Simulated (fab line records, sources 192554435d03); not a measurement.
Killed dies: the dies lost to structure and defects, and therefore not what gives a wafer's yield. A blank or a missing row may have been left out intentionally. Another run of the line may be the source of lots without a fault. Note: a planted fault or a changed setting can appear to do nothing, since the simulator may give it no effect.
Split-lot trial | flow n5_finfet | on a route of 1938 steps: 7 lots, 21 wafers read

## ON THE SPLIT
At N5_BEOL_M8_COAT_22 (resist thk 30 nm), the setting spin_rpm was moved away from the recipe's 1500 rpm on 6 of the 21 wafers read, by -10.1% to +9.9%. All remaining wafers had this setting at the recipe value.

Between the split and the reading, the file records no step.

## THE READING
CAR-EUV_of_BEOL_M8_COAT_22.thk_nm (the simulator's own value, which no gauge read), in nm, at N5_BEOL_M8_ETCH_65 (etches SiARC in CF4, target depth 15.6 nm, time 26 s). No usual value for it is given in the file. Average 11.2 nm, standard deviation 0.11 nm, over the 15 wafers here run with the recipe.

wafer  | tool, chamber at the split | spin_rpm as run, rpm | against the recipe | CAR-EUV_of_BEOL_M8_COAT_22.thk_nm, nm | against lot-mates on the recipe
L074.3 | litho_track-03, 0          | 1643                 | +9.5%              | 10                                    | -1.4
L074.4 | litho_track-03, 0          | 1643                 | +9.5%              | 9.8                                   | -1.6
L074.6 | litho_track-03, 0          | 1500                 | recipe             | 11.4                                  | -
L076.2 | litho_track-05, 0          | 1649                 | +9.9%              | 9.8                                   | -1.2
L076.3 | litho_track-05, 0          | 1500                 | recipe             | 11                                    | -
L076.6 | litho_track-05, 0          | 1500                 | recipe             | 11                                    | -
L077.2 | litho_track-04, 0          | 1500                 | recipe             | 11.2                                  | -
L077.3 | litho_track-04, 0          | 1500                 | recipe             | 11.2                                  | -
L077.4 | litho_track-04, 0          | 1500                 | recipe             | 11.2                                  | -
L078.1 | litho_track-03, 0          | 1349                 | -10.1%             | 12.8                                  | +1.4
L078.2 | litho_track-03, 0          | 1500                 | recipe             | 11.4                                  | -
L078.5 | litho_track-03, 0          | 1349                 | -10.1%             | 13                                    | +1.6
L079.1 | litho_track-04, 0          | 1500                 | recipe             | 11.2                                  | -
L079.3 | litho_track-04, 0          | 1548                 | +3.2%              | 10.8                                  | -0.4
L079.5 | litho_track-04, 0          | 1500                 | recipe             | 11.2                                  | -
L096.1 | litho_track-03, 0          | 1500                 | recipe             | 11                                    | -
L096.3 | litho_track-03, 0          | 1500                 | recipe             | 11.2                                  | -
L096.6 | litho_track-03, 0          | 1500                 | recipe             | 11.2                                  | -
L097.1 | litho_track-03, 0          | 1500                 | recipe             | 11.2                                  | -
L097.2 | litho_track-03, 0          | 1500                 | recipe             | 11.2                                  | -
L097.6 | litho_track-03, 0          | 1500                 | recipe             | 11.2                                  | -

THE FIT
A straight line over all 21 wafers: CAR-EUV_of_BEOL_M8_COAT_22.thk_nm changes by -0.151 nm for each +1% of spin_rpm; r = -0.98; the points scatter about the line by 0.13 nm.
The same after taking each lot's own level away (the mean of its wafers on the recipe; 21 wafers): -0.146 nm for each +1%; r = -0.99; scatter 0.091 nm.
Per that fit: largest spin_rpm move, reading shift of 1.5 nm.
From 11.00 to 11.40 nm: that is the span of the lots' own levels, equal to 3.5 times the standard deviation above.
So the lot-to-lot level changes the slope little: the two slopes agree.
Check: for one of the wafers moved furthest among these (-10.1%), held out of the fit, the line's prediction against its lot-mates is +1.51 nm. It came out at +1.4 nm against them.

## ADDITIONAL SPLITS CARRIED BY THESE WAFERS
Note: prior to the reading, these wafers also went through further splits. Each is held against what the fit with the lots' levels taken away leaves over:
other split on the same wafers | wafers away from the commonest value | r with CAR-EUV_of_BEOL_M8_COAT_22.thk_nm (lot level and that fit taken away)
N5_BEOL_M7_ALD_77 ald_cycles   | 7                                    | -0.41

## THE WHOLE CHAIN: every reading that the file lists as answering this split, in the file's order
step               | what it does                                         | reading                                                                            | change (the file's fit)               | r (the file's)
N5_BEOL_M8_COAT_22 | resist thk 30 nm                                     | CAR-EUV_of_BEOL_M8_COAT_22.thk_nm (the simulator's own value, which no gauge read) | -0.148 nm for each +1% of the setting | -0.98
N5_BEOL_M8_ETCH_65 | etches SiARC in CF4, target depth 15.6 nm, time 26 s | CAR-EUV_of_BEOL_M8_COAT_22.thk_nm (the simulator's own value, which no gauge read) | -0.141 nm for each +1% of the setting | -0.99

## FILE'S OWN FIT
CAR-EUV_of_BEOL_M8_COAT_22.thk_nm changes by -0.141 nm for each +1% of spin_rpm, r = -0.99.
